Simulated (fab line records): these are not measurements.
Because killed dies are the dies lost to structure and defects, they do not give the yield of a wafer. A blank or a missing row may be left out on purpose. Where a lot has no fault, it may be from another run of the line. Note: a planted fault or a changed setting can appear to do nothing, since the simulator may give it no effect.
Matching of chambers :: flow nand-harc :: rie-diel-01 running NHARC_A_CONTACT_ETCH_92: 4 sister chambers
The step etches the open film in CH3F/O2, target depth 40 nm, time 85.7 s. 16 wafers are shown with their chamber, then 8 later ones without.

== WAFERS, EACH WITH ITS CHAMBER ==
wafer: L078.1
chamber: 2
showerhead-plenum-p-Torr (Torr): 2.64
drypump-motor-current-A (A): 6.1
rf-vpp-V (V): 246.8

wafer: L078.4
chamber: 3
showerhead-plenum-p-Torr (Torr): 2.61
drypump-motor-current-A (A): 5.9
rf-vpp-V (V): 246.3

wafer: L078.5
chamber: 2
showerhead-plenum-p-Torr (Torr): 2.64
drypump-motor-current-A (A): 6.1
rf-vpp-V (V): 247.9

wafer: L080.1
chamber: 1
showerhead-plenum-p-Torr (Torr): 2.38
drypump-motor-current-A (A): 5.4
rf-vpp-V (V): 243.8

wafer: L080.2
chamber: 3
showerhead-plenum-p-Torr (Torr): 2.61
drypump-motor-current-A (A): 5.9
rf-vpp-V (V): 246.0

wafer: L080.4
chamber: 2
showerhead-plenum-p-Torr (Torr): 2.63
drypump-motor-current-A (A): 6.1
rf-vpp-V (V): 247.0

wafer: L082.2
chamber: 2
showerhead-plenum-p-Torr (Torr): 2.63
drypump-motor-current-A (A): 6.1
rf-vpp-V (V): 246.5

wafer: L082.5
chamber: 0
showerhead-plenum-p-Torr (Torr): 2.34
drypump-motor-current-A (A): 5.7
rf-vpp-V (V): 243.4

wafer: L082.6
chamber: 1
showerhead-plenum-p-Torr (Torr): 2.38
drypump-motor-current-A (A): 5.4
rf-vpp-V (V): 242.6

wafer: L084.2
chamber: 3
showerhead-plenum-p-Torr (Torr): 2.61
drypump-motor-current-A (A): 5.9
rf-vpp-V (V): 246.6

wafer: L084.4
chamber: 0
showerhead-plenum-p-Torr (Torr): 2.34
drypump-motor-current-A (A): 5.6
rf-vpp-V (V): 243.3

wafer: L084.6
chamber: 1
showerhead-plenum-p-Torr (Torr): 2.37
drypump-motor-current-A (A): 5.4
rf-vpp-V (V): 242.9

wafer: L086.2
chamber: 1
showerhead-plenum-p-Torr (Torr): 2.37
drypump-motor-current-A (A): 5.4
rf-vpp-V (V): 242.9

wafer: L086.3
chamber: 2
showerhead-plenum-p-Torr (Torr): 2.62
drypump-motor-current-A (A): 6.1
rf-vpp-V (V): 246.8

wafer: L086.5
chamber: 0
showerhead-plenum-p-Torr (Torr): 2.34
drypump-motor-current-A (A): 5.6
rf-vpp-V (V): 244.0

wafer: L089.1
chamber: 0
showerhead-plenum-p-Torr (Torr): 2.33
drypump-motor-current-A (A): 5.7
rf-vpp-V (V): 241.6

SIGNATURES (means of the wafers above)
reading: showerhead-plenum-p-Torr
chamber 0: 2.3375
chamber 1: 2.3750
chamber 2: 2.6320
chamber 3: 2.6100
scatter within a chamber: 0.00616

reading: drypump-motor-current-A
chamber 0: 5.650
chamber 1: 5.400
chamber 2: 6.100
chamber 3: 5.900
scatter within a chamber: 0.0289

reading: rf-vpp-V
chamber 0: 243.075
chamber 1: 243.050
chamber 2: 247.000
chamber 3: 246.300
scatter within a chamber: 0.666
Rule: for each reading, subtract the chamber's mean from the wafer's reading, divide by that reading's scatter and square the result; add these up over the readings and take the root, which gives the wafer's distance from the chamber. If the next closest chamber is less than 2 further off than the closest, the wafer can't be placed; otherwise it belongs to the closest. The scatter: the root of (the sum of the squares of (reading less its chamber's mean) over the shown wafers, divided by (wafers less chambers)).

== WAFERS WITHOUT THEIR CHAMBER ==
wafer: L089.2
showerhead-plenum-p-Torr (Torr): 2.60
drypump-motor-current-A (A): 5.9
rf-vpp-V (V): 246.9

wafer: L089.4
showerhead-plenum-p-Torr (Torr): 2.62
drypump-motor-current-A (A): 6.1
rf-vpp-V (V): 247.2

wafer: L093.1
showerhead-plenum-p-Torr (Torr): 2.36
drypump-motor-current-A (A): 5.4
rf-vpp-V (V): 243.1

wafer: L093.3
showerhead-plenum-p-Torr (Torr): 2.61
drypump-motor-current-A (A): 6.1
rf-vpp-V (V): 247.0

wafer: L093.5
showerhead-plenum-p-Torr (Torr): 2.61
drypump-motor-current-A (A): 6.1
rf-vpp-V (V): 246.9

wafer: L096.3
showerhead-plenum-p-Torr (Torr): 2.61
drypump-motor-current-A (A): 6.1
rf-vpp-V (V): 246.1

wafer: L096.4
showerhead-plenum-p-Torr (Torr): 2.32
drypump-motor-current-A (A): 5.7
rf-vpp-V (V): 243.5

wafer: L096.5
showerhead-plenum-p-Torr (Torr): 2.61
drypump-motor-current-A (A): 6.1
rf-vpp-V (V): 246.3

== THE CHAMBER EACH PASSED THROUGH ==
wafer: L089.2
from the rows above: 3
in truth: 3

wafer: L089.4
from the rows above: 2
in truth: 2

wafer: L093.1
from the rows above: 1
in truth: 1

wafer: L093.3
from the rows above: 2
in truth: 2

wafer: L093.5
from the rows above: 2
in truth: 2

wafer: L096.3
from the rows above: 2
in truth: 2

wafer: L096.4
from the rows above: 0
in truth: 0

wafer: L096.5
from the rows above: 2
in truth: 2
Correctly placed: 8 of 8. Left unplaced by these rows: 0. Placed wrongly: 0.
